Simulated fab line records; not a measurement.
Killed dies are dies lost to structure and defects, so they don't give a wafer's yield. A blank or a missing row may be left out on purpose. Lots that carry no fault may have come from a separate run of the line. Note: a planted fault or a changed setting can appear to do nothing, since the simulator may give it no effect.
Struck lot and sound lot, side by side | flow n5-finfet | 18 out of 1938 route steps
Sound: the wafers L262.1, L262.2, L262.6. The struck wafers were L261.1, L261.4, L261.5. At the end, the cause is stated.
At each step with rows: each side's tool, then ch and its chambers, then its first start. Under that, the readings that differ: sound wafers | struck wafers | difference of the means | sigmas: that difference in standard deviations of wafers without a fault.
alike: a reading whose means differ by less than 2 such deviations, as well as words and numbers matching on both sides. not compared: withheld readings; readings where some wafer has no value; bounds like >300 that might hide an equal value; numbers whose values overlap and for which the record gives no deviation.
The two part at a step that has a row with sigmas, a row that says differs or no value, or rows on one side only. Numbers that have no deviation but don't overlap get no sigmas and don't part them. Lack of a reading on every wafer of one side parts them only where that side has two or more wafers.

N5_SD_EPI_P_SD_RECESS_17: chemistry HBr/Cl2/O2, target depth 39.1 nm, bt time 3 s.
  sound on rie-si-04 ch 1,2,3, day 5 14:51; struck on rie-si-04 ch 0,2,3, day 5 10:04
  alike: HBr_flow_sccm, drypump-motor-current-A, he-backside-leak-sccm, oes-product-au, rf-fwd-power-W, throttle-valve-pct
  not compared: rf-hours-counter-h
then, 1 step without rows for these wafers: N5_SD_EPI_P_WET_ETCH_45 (etches SiO2 in dHF, time 10.7 s, target depth 2 nm, rinse time 30 s).
N5_SD_EPI_P_STRIP_40: strips in N2/H2.
  sound on plasma-asher-02 ch 0,1, day 5 14:59; struck on plasma-asher-02 ch 0,1, day 5 10:13
  alike: drypump-motor-current-A, heater-power-w, oes-product-au
  not compared: rf-hours-counter-h
then, 5 steps without rows for these wafers: N5_SD_EPI_P_PRECLEAN_52 (cleans in O3/DIW, time 60 s); N5_SD_EPI_P_SRD_20 (time 30 s); N5_SD_EPI_P_PRECLEAN_51 (cleans in NF3:NH3, afs cycles 1, time 20 s, sublimation time 60 s); N5_SD_EPI_P_VAPOR_ETCH_44 (etches SiGe30 in NF3/Ar, time 3.3 s); N5_SD_EPI_P_EPI_21 (deposits SiGe:B, time 355 s).
N5_SD_EPI_P_EPI_MEAS_23:
  struck on film-metro-02, day 5 12:56; sound on film-metro-02, day 5 17:42
  reading     | sound          | struck         | difference | sigmas
  thk-nm (nm) | 58.3 58.6 59.4 | 61.7 61.2 63.8 | +3.5       | +2
then, 3 steps without rows for these wafers: N5_SD_EPI_P_HM_STRIP_48 (strips SiNx in H3PO4, material SiNx, target depth 3 nm); N5_SD_EPI_P_SRD_49 (time 30 s); N5_SD_EPI_P_PRECLEAN_24 (cleans in O3/DIW, time 45 s).
N5_SD_EPI_P_PRECLEAN_32: cleans in dHF, time 10 s.
  sound on wet-bench-05 ch 0,1,7, day 5 17:49; struck on wet-bench-01 ch 1,2,6, day 5 13:02
then, 2 steps without rows for these wafers: N5_SD_EPI_P_PRECLEAN_33 (cleans in SC2, time 45 s); N5_SD_EPI_P_SRD_25 (time 30 s).
N5_SD_EPI_P_INSPECT_26: inspects for defects (darkfield).
  struck on defect-inspect-02, day 5 13:06; sound on defect-inspect-02, day 5 17:53
  reading          | sound       | struck      | difference | sigmas
  raw-defect-count | 252 150 220 | 446 547 485 | +285       | +8
N5_SD_ACTIVATION_RTA_00: time 0 s.
  sound on rtp-anneal-02 ch 0, day 5 18:08; struck on rtp-anneal-02 ch 0, day 5 13:08
  alike: lamp-power-pct, lamp_zone_2_pct, lamp_zone_3_pct, lamp_zone_5_pct, wafer_temp_C_max
-- record jumps: 8 days separate the struck wafers' starts on either side; left off in module SD_ACTIVATION, taken up again in module PASSIVATION, whose first shown step is the route's number 1936 --
N5_PASSIVATION_PROBE_49:
  struck on prober-02, day 13 21:44; sound on prober-02, day 13 22:53
  reading             | sound    | struck      | difference | sigmas
  killed-at-front-end | 26 36 25 | 140 134 114 | +100       | +8
  killed-dies         | 77 87 94 | 202 176 178 | +99        | +6
  killed-on-rim       | 13 12 9  | 24 24 20    | +11        | +3
  alike: killed_at_M0_to_M3, killed_at_M4_up, killed-at-contacts, killed-at-other, killed-open, killed-short

## WHERE THEY PART
Earliest at N5_SD_EPI_P_EPI_MEAS_23; latest, in this record, at N5_PASSIVATION_PROBE_49.

WHY: whatever the simulator had introduced
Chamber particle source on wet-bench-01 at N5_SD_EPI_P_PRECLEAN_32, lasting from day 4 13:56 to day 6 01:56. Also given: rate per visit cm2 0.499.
